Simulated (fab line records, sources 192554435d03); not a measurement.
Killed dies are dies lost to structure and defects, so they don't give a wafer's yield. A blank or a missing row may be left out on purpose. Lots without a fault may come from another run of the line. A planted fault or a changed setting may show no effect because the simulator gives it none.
fab line records | flow n5_finfet
record lots=7 wafers=39
route steps=1938 shown BEOL_M15@1819 PASSIVATION@1923
start_h: hours from the record's first day to the start of the lot's first wafer shown | wait_h: hours since the lot's step before | " the same as in the row above | L1.1+2: a row that stands for several wafers | - no value, or no start given | * or withheld: withheld | < > ~ a bound
route shown NAME@n: a module of which the file shows steps, and the number in the route of the first | usual: mean/standard deviation of fault-free wafers | same: alike in all rows | chamber/n: place in a boat | sites: the reading at each site | _std_site: their standard deviation | _edge_site: outer sites' mean less inner sites' | radius_mm: how far each site lies from the wafer's centre | mask NAME#n: copy n | behind: the tool/chamber that last shaped the wafer | hold: why the lot was held/for how many hours/how that ended | device: the transistor (n, p or np) that didn't switch | end of line: the same wafers' tests at the end of the route | a step without rows: its recipe alone | killed: dies lost to structure and defects at the first sort, not the wafer's yield | map: a wafer's dies, x killed, . not, _ none there
set.NAME: the setting as run; set.NAME@STEP: as run at that earlier step | model.NAME: the simulator's own value behind a step, which no gauge read
lots whose settings were changed on purpose; a table a step, a row a wafer
## steps
# step N5_BEOL_M15_SPUTTER_43
# recipe material=TaN target_thk_a=150 temp_c=50 bias_v=168.6 power_w=15000 chamber_pressure_pa=0.12 time_s=24.19
# columns lot.wafer tool chamber start_h wait_h set.target_thk_a model.TaN_of_BEOL_M15_SPUTTER_43.thk_nm
L075.1+5 pvd_sputter-03 - 261.67 0.0 150 14.8
L075.2+3+4 " - " " 107.3 10.6
L075.6 " - " " 150 14.6
L077.1+4 pvd_sputter-03 - 270.65 0.0 150 14.8
L077.2 " - " " 150 14.6
L077.3+5+6 " - " " 192.4 19
L079.1+6 pvd_sputter-02 - 277.17 0.0 150 14.8
L079.2 " - " " 191.3 19.4
L079.3 " - " " 191.3 19
L079.4 " - " " 150 15
L079.5 " - " " 191.3 19.2
L088.1+2+3+4+5 pvd_sputter-03 - 354.06 0.0 150 15
L088.6 " - " " 150 14.8
L089.1 pvd_sputter-02 - 354.17 0.0 220.5 22
L089.2 " - " " 220.5 22.4
L089.3+6 " - " " 150 15.2
L089.4 " - " " 220.5 22.2
L089.5 " - " " 150 15.4
L090.1+3 pvd_sputter-03 - 354.50 0.0 150 14.8
L090.2+4+5 " - " " 150 14.6
L090.6 " - " " 150 15
L093.4 pvd_sputter-02 - 367.49 0.0 150 15.2
L093.5 " - " " 150 15
L093.6 " - " " 150 15.4
# step N5_BEOL_M15_SPUTTER_44
# recipe material=Ta target_thk_a=150 temp_c=50 bias_v=80 power_w=15000 chamber_pressure_pa=0.07 time_s=24.19
# step N5_BEOL_M15_SPUTTER_45
# recipe material=Cu target_thk_a=1000 temp_c=-20 bias_v=60 power_w=26000 chamber_pressure_pa=0.13 time_s=16.67
# step N5_BEOL_M15_ECD_47
# recipe material=Cu target_thk_a=18600
# step N5_BEOL_M15_ANNEAL_48
# recipe temp_c=225 time_s=90 ambient=N2
# step N5_BEOL_M15_CMP_49
# recipe stop_on=SiO2 t_overpolish_s=4.9 down_force_psi=2 platen_rpm=80 clearing_platen_down_force_psi=2 clearing_platen_rpm=80 post_cmp_clean=cu_alkaline target_thk_nm=850 clearing_platen_pad_velocity_m_s=1.5917 pad_velocity_m_s=1.5917
# usual barrier_field_endpoint_s=11.4/0.32
# columns lot.wafer tool chamber start_h wait_h set.target_thk_a@BEOL_M15_SPUTTER_43 barrier_field_endpoint_s
L075.1 cmp-03 0 262.79 0.4 150 11.1
L075.2 " 1 " " 107.3 9.8
L075.3 " 2 " " 107.3 10.1
L075.4 " 3 " " 107.3 9.6
L075.5 " 0 " " 150 10.9
L075.6 " 1 " " 150 11.2
L077.3 cmp-03 1 271.83 0.5 192.4 12.7
L077.1 " 2 " " 150 11.7
L077.2 " 3 " " 150 10.9
L077.4 " 0 " " 150 10.9
L077.6 " 1 " " 192.4 12.6
L077.5 " 2 " " 192.4 13.6
L079.1 cmp-01 0 279.43 0.5 150 11.0
L079.2 " 1 " " 191.3 13.2
L079.3 " 2 " " 191.3 12.6
L079.4 " 3 " " 150 11.2
L079.5 " 0 " " 191.3 12.6
L079.6 " 1 " " 150 11.2
L088.4 cmp-01 3 354.87 0.1 150 11.3
L088.2 " 0 " " 150 11.3
L088.1 " 1 " " 150 11.5
L088.3 " 2 " " 150 11.3
L088.5 " 3 " " 150 11.4
L088.6 " 0 " " 150 11.2
L089.3 cmp-01 1 355.14 0.2 150 11.5
L089.1 " 2 " " 220.5 14.0
L089.4 " 3 " " 220.5 13.7
L089.2 " 0 " " 220.5 14.0
L089.6 " 1 " " 150 11.5
L089.5 " 2 " " 150 11.5
L090.3 cmp-04 0 355.95 0.3 150 11.5
L090.1 " 1 " " 150 11.9
L090.4 " 2 " " 150 11.5
L090.2 " 3 " " 150 11.4
L090.6 " 0 " " 150 11.7
L090.5 " 1 " " 150 12.1
L093.4 cmp-04 3 368.31 0.1 150 11.6
L093.6 " 3 " " 150 11.8
L093.5 " 0 " " 150 11.4
# step N5_PASSIVATION_DEVELOP_43
# recipe develop_time_s=60 rinse_liquid=diw dry=air_spin dev_temp_c=21
# columns lot.wafer tool chamber start_h wait_h set.develop_time_s
L075.1+2+3+4+5+6 litho_track-02 0 - - 60
L077.1+3+4 litho_track-02 0 - - 60
L077.2+5+6 " 0 " " 26.97
L079.1+2+3+4+5+6 litho_track-02 0 - - 60
L089.1+2+6 litho_track-02 0 - - 27.46
L089.3+4+5 " 0 " " 60
L090.1+2+3+4+5+6 litho_track-02 0 - - 60
L088.1+2+3+4+5+6 litho_track-03 0 - - 60
L093.4+5+6 litho_track-03 0 - - 60
# step N5_PASSIVATION_HARDBAKE_45
# recipe temp_c=130 time_s=120
# step N5_PASSIVATION_CD_MEAS_44
# recipe target_cd_nm=40000 landing_energy_ev=500 detector=se_inlens
# usual cd_nm=39996/4.3
# columns lot.wafer tool chamber start_h wait_h set.develop_time_s@PASSIVATION_DEVELOP_43 cd_nm
L075.1 cd_sem-03 0 275.93 - 60 39991
L075.2 " 0 " " 60 39989
L075.3 " 0 " " 60 39994
L075.4 " 0 " " 60 39993
L075.5 " 0 " " 60 39996
L075.6 " 0 " " 60 39993
L077.1 cd_sem-03 0 284.48 - 60 39999
L077.2 " 0 " " 26.97 39962
L077.3 " 0 " " 60 39986
L077.4 " 0 " " 60 40006
L077.5 " 0 " " 26.97 39962
L077.6 " 0 " " 26.97 39956
L079.1 cd_sem-02 0 289.14 - 60 39999
L079.2 " 0 " " 60 40003
L079.3 " 0 " " 60 40000
L079.4 " 0 " " 60 39991
L079.5 " 0 " " 60 40008
L079.6 " 0 " " 60 39999
L089.1 cd_sem-03 0 368.01 - 27.46 39970
L089.2 " 0 " " 27.46 39960
L089.3 " 0 " " 60 39996
L089.4 " 0 " " 60 40003
L089.5 " 0 " " 60 39996
L089.6 " 0 " " 27.46 39968
L090.1 cd_sem-02 0 368.81 - 60 40001
L090.2 " 0 " " 60 39999
L090.3 " 0 " " 60 40005
L090.4 " 0 " " 60 40000
L090.5 " 0 " " 60 39996
L090.6 " 0 " " 60 40007
L088.1 cd_sem-01 0 369.80 - 60 39991
L088.2 " 0 " " 60 39994
L088.3 " 0 " " 60 39996
L088.4 " 0 " " 60 40001
L088.5 " 0 " " 60 39997
L088.6 " 0 " " 60 40000
L093.4 cd_sem-03 0 379.90 - 60 39991
L093.5 " 0 " " 60 39994
L093.6 " 0 " " 60 40001
## key
split step=N5_BEOL_M15_SPUTTER_43 setting=target_thk_a stated=150 by=wafer
response step=N5_BEOL_M15_SPUTTER_43 reading=model.TaN_of_BEOL_M15_SPUTTER_43.thk_nm change=+0.149 per=1% r=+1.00
response step=N5_BEOL_M15_CMP_49 reading=barrier_field_endpoint_s change=+0.0534 per=1% r=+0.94
split step=N5_PASSIVATION_DEVELOP_43 setting=develop_time_s stated=60 by=wafer
response step=N5_PASSIVATION_CD_MEAS_44 reading=cd_nm change=+0.632 per=1% r=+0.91
